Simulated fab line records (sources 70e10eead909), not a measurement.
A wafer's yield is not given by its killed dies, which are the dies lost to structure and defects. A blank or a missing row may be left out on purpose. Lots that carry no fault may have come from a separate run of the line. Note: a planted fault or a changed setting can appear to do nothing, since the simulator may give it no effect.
A struck lot beside a sound one + flow nand_harc + 15 out of 1159 route steps
Sound: the wafers L686.1, L686.2, L686.3. Wafers L680.1, L680.3, L680.4 were the ones struck. The cause comes at the end.
For every step that has rows: the tool of each side, followed by ch and its chambers, followed by its first start. Under that, the readings that differ: sound wafers + struck wafers + difference of the means + sigmas: that difference in standard deviations of wafers without a fault.
alike: readings with means less than 2 such deviations apart, plus words and numbers identical on both sides. not compared: withheld readings, readings lacking a value on some wafer, bounds such as >300 that could conceal the same value, and numbers that have no deviation in the record and whose values overlap.
Wherever a step has rows on one side only, a row that says differs or no value, or a row with sigmas, the two part there. Non-overlapping numbers with no deviation appear without sigmas and do not part them. A reading missing from all wafers of one side parts the sides only when that side holds two or more wafers.

NHARC_P_ZERO_WELL_DESCUM_54: chemistry O2, time 3 s.
  sound on rie_diel-04 ch 1,2,3, day 5 11:47; struck on rie_diel-04 ch 0,1,2, day 3 23:51
| reading                | sound    | struck  | difference | sigmas |
|------------------------|----------|---------|------------|--------|
| rf_hours_counter_h (h) | 14 13 13 | 8 11 10 | -4         |        |
  alike: drypump_motor_current_A, oes_product_au, rf_vpp_V, showerhead_plenum_p_Torr, throttle_valve_pct
then, 5 steps without rows for these wafers: NHARC_P_ZERO_WELL_IMPLANT_55; NHARC_P_ZERO_WELL_IMPLANT_61; NHARC_P_ZERO_WELL_STRIP_56 (strips in SPM, time 840 s); NHARC_P_ZERO_WELL_PRECLEAN_68 (cleans in SC1, time 60 s); NHARC_P_ZERO_WELL_SRD_69.
NHARC_P_ZERO_WELL_RTA_42: time 300 s.
  sound on rtp_anneal-01 ch 0, day 5 12:46; struck on rtp_anneal-01 ch 0, day 4 00:49
  alike: anneal_temp_c_max, lamp_power_pct, lamp_zone_3_pct, wafer_temp_C_max
NHARC_P_ZERO_WELL_INSPECT_43:
  sound on defect_inspect-02 at day 5 13:26; struck on defect_inspect-01 at day 4 01:30
  alike: raw_defect_count
then, 4 steps without rows for these wafers: NHARC_P_STI_ETCH_26 (etches SiO2 in dHF, target depth 11 nm); NHARC_P_STI_PRECLEAN_27 (cleans in SC1); NHARC_P_STI_SRD_28; NHARC_P_STI_OXIDE_29 (material SiO2, target thk 10 nm, ox time 1362 s).
NHARC_P_STI_HM_DEP_30: deposits Si3N4, target thk 80 nm, time 873 s.
  sound on lpcvd-02 ch 0, day 6 01:16; struck on lpcvd-02 ch 1, day 4 09:46
  no value came back on the struck wafers for pressure_mtorr (mTorr), run_length_s (s), spike_tc_bottom_C (C), spike_tc_lower_C (C); on the sound wafers pressure_mtorr (mTorr) reads 298.3 299.6 299.3
then, 1 step without rows for these wafers: NHARC_P_STI_DEHYDRATE_01 (time 120 s).
-- record jumps: 18 days between struck wafers' starts before vs after; left off in module P_STI, resumes in module END, first step shown is number 1159 of the route --
NHARC_END_SORT_01:
  at this point the record logs the struck wafers (prober-01 ch 0, day 21 23:13) and has no rows for the sound ones

## WHERE THEY PART
First at NHARC_P_STI_HM_DEP_30; last, within this record, at NHARC_END_SORT_01.

WHY: whatever the simulator had introduced
At NHARC_P_STI_HM_DEP_30, the step was skipped entirely on lpcvd-02 from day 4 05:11 on. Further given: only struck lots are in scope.
